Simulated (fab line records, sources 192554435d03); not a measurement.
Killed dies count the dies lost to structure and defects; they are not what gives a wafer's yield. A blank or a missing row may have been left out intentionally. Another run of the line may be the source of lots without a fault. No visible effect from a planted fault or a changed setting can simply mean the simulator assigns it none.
A lot that was struck, set against a sound lot / flow n5Finfet / 37 steps out of a route of 1938
Sound: wafers L257.1, L257.5, L257.6. Wafers struck: L250.3, L250.4, L250.5. The cause is named last.
At each step with rows: each side's tool, then ch and its chambers, then its first start. Under that, the readings that differ: sound wafers / struck wafers / difference of the means / sigmas: that difference in standard deviations of wafers without a fault.
alike: words and numbers the same on both sides, and readings whose means are apart by under 2 such deviations; not compared: readings that were withheld, readings missing a value for some wafer, numbers with overlapping values and no deviation given by the record, and bounds like >300 which may hide the same value.
Wherever a step has rows on one side only, a row that says differs or no value, or a row with sigmas, the two part there. Numbers that don't overlap but have no deviation are shown without sigmas and don't part them. Lack of a reading on every wafer of one side parts them only where that side has two or more wafers.

first, 9 steps without rows for these wafers: N5_BEOL_M4_ANNEAL_95 (time 240 s); N5_BEOL_M4_SPUTTER_96 (material Cu, target thk 4.5 nm, time 8.29 s); N5_BEOL_M4_ECD_50 (material Cu, target thk 300 nm); N5_BEOL_M4_ANNEAL_51 (time 90 s); N5_BEOL_M4_CMP_52 (polishes, stops on SiOC, t overpolish 6.8 s, target thk 40 nm); N5_BEOL_M4_PRE_CLEAN_60 (time 15 s); N5_BEOL_M4_CO_CAP_55 (material Co, precursor CCTBA/H2, target thk 2 nm, time 102.1 s); N5_BEOL_M4_PRE_CLEAN_56 (time 15 s); N5_BEOL_M4_DEP_57 (deposits SiCN from 3MS/NH3, target thk 8 nm, time 14 s).
N5_BEOL_M4_RC_MEAS_101:
  sound on prober-02 ch 0, day 15 03:20; struck on prober-02 ch 0, day 13 13:06
  alike: DIBL_N, DIBL_P, IOFF_N, IOFF_P, ION_N, ION_P, SS_N, SS_P, VT_N, VT_P
then, 24 steps without rows for these wafers: N5_BEOL_M5_ILD_DEP_00 (deposits SiCOH lowk from DEMS/porogen, target thk 140.64 nm, time 25.9 s); N5_BEOL_M5_CURE_79 (cures SiCOH lowk, time 240 s); N5_BEOL_M5_PECVD_70 (deposits SiO2 from TEOS/O2, target thk 16 nm, time 18 s); N5_BEOL_M5_HM_DEP_02 (deposits TiN, target thk 20 nm); N5_BEOL_M5_COAT_59 (time 60 s, resist thk 60 nm); N5_BEOL_M5_COAT_60 (time 60 s, resist thk 12 nm); N5_BEOL_M5_COAT_71 (time 60 s, resist thk 5 nm); N5_BEOL_M5_COAT_05 (resist thk 30 nm); N5_BEOL_M5_EBR_07; N5_BEOL_M5_SOFTBAKE_06 (time 60 s); N5_BEOL_M5_EXPOSE_08 (exposes mask M5, target cd 28 nm); N5_BEOL_M5_PEB_09 (peb time 60 s); N5_BEOL_M5_DEVELOP_10 (develop time 30 s); N5_BEOL_M5_DESCUM_16 (chemistry O2, time 7 s); N5_BEOL_M5_ETCH_72 (etches underlayer in N2/H2, target depth 6.5 nm, time 5.2 s); N5_BEOL_M5_ETCH_61 (etches SiARC in CF4, target depth 15.6 nm, time 26 s); N5_BEOL_M5_ETCH_62 (etches SOC in N2/H2, target depth 75 nm, overetch 15 nm, time 112.5 s); N5_BEOL_M5_STRIP_63 (strips in N2/H2); N5_BEOL_M5_STRIP_73 (strips in N2/H2); N5_BEOL_M5_STRIP_64 (strips in CF4); N5_BEOL_M5_HM_OPEN_17 (chemistry Cl2/BCl3, target TiN, target depth 20 nm, overetch 6 nm); N5_BEOL_M5_STRIP_19 (strips in O2); N5_BEOL_M5_COAT_65 (time 60 s, resist thk 60 nm); N5_BEOL_M5_COAT_66 (time 60 s, resist thk 12 nm).
-- the record jumps here: 3 days lie between the struck wafers' starts before and after (it left off in module BEOL_M5 and takes up again in module BEOL_M13, whose first step shown is number 1705 of the route) --
N5_BEOL_M13_SPUTTER_43: material TaN, target thk 15 nm, time 24.19 s.
  sound on pvdSputter-03 at day 19 16:09; struck on pvdSputter-02 at day 16 13:14
  no value came back on the struck wafers for biasV (V), cathodeDcPowerW (W), substrateTempC (C), throttleValvePct (%); on the sound wafers biasV (V) reads 166.3 167.2 168.8
N5_BEOL_M13_CMP_49: polishes, stops on SiOC, t overpolish 17.1 s, target thk 420 nm.
  sound on cmp-02 ch 0,1,3, day 19 17:09; struck on cmp-04 ch 0,3, day 16 14:21
reading=barrierFieldEndpointS (s); sound=29.7 29.9 29.7; struck=12.2 12.4 13.1; difference=-17.2; sigmas=-19
reading=model.Cu_of_BEOL_M13_ECD_47.thkNm (nm); sound=420.2 413 419; struck=430 435.4 431; difference=+15; sigmas=
  alike: motorCurrentA
N5_PASSIVATION_PROBE_49:
  sound on prober-01 at day 21 01:47; struck on prober-01 at day 17 15:10
reading=defectLimitedYield (%); sound=95.1 93.6 93.0; struck=83.6 84.0 82.8; difference=-10.4; sigmas=-7
reading=killed_at_M0_to_M3; sound=13 16 27; struck=51 42 50; difference=+29; sigmas=+3
reading=killed_at_M4_up; sound=10 15 15; struck=96 104 92; difference=+84; sigmas=+16
reading=killedAtOther; sound=2 3 3; struck=4 13 12; difference=+7; sigmas=+2
reading=killedDies; sound=58 75 83; struck=193 189 203; difference=+123; sigmas=+7
reading=killedOnRim; sound=9 8 15; struck=60 40 25; difference=+31; sigmas=+8
reading=sort_bin_5_function (%); sound=2.9 4.5 3.7; struck=12.6 12.4 13.4; difference=+9.1; sigmas=+9
reading=sortNPass; sound=1122 1105 1097; struck=987 991 977; difference=-123; sigmas=-7
reading=sortYieldPct (%); sound=95.1 93.6 93.0; struck=83.6 84.0 82.8; difference=-10.4; sigmas=-7
  alike: killedAtContacts, killedAtFrontEnd, killedOpen, killedShort, sort_bin_4_leakage, sort_bin_6_memory

## WHERE THEY PART
At N5_BEOL_M13_SPUTTER_43 first; at N5_PASSIVATION_PROBE_49 last (within this record only).

WHY: what had been put in by the simulator
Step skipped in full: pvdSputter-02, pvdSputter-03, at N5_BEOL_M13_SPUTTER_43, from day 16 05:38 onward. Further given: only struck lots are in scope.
